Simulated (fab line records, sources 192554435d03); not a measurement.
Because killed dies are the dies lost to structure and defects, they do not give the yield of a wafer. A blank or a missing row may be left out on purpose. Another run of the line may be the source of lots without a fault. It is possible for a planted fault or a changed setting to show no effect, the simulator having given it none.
Chamber matching ; flow n5 finfet ; pecvd-02 running N5_BEOL_M3_PECVD_72: 3 sister chambers
The step deposits SiO2 from TEOS/O2, target thk 16 nm, time 18 s. 3 wafers are shown with their chamber, then 9 later ones without.

WAFERS, EACH WITH ITS CHAMBER
wafer;chamber;throttle valve pct (%)
L081.4;0;22.4
L085.5;1;22.9
L085.6;2;20.0

WAFERS MISSING THEIR CHAMBER
wafer;throttle valve pct (%)
L088.1;20.1
L088.4;22.9
L088.5;22.2
L090.3;20.0
L090.5;22.3
L090.6;19.8
L092.2;20.1
L092.4;22.3
L092.6;19.6

CHAMBER TAKEN BY EACH
wafer;from the rows above;in truth
L088.1;2;2
L088.4;1;1
L088.5;0;0
L090.3;2;2
L090.5;0;0
L090.6;2;2
L092.2;2;2
L092.4;0;0
L092.6;2;2
Correctly placed: 9 of 9. Left unplaced by these rows: 0. Placed wrongly: 0.
How it was worked out, from the rows above alone: a wafer's distance from a chamber is the root of the sum, over the readings, of the square of ((its reading less the chamber's mean) divided by the reading's scatter). If the next closest chamber is less than 2 further off than the closest, the wafer can't be placed; otherwise it belongs to the closest. Each chamber's mean is taken over the wafers shown for it. The scatter (one wafer shown for each chamber): square how far every hidden wafer sits from the nearest shown wafer, average those squares and take the square root.
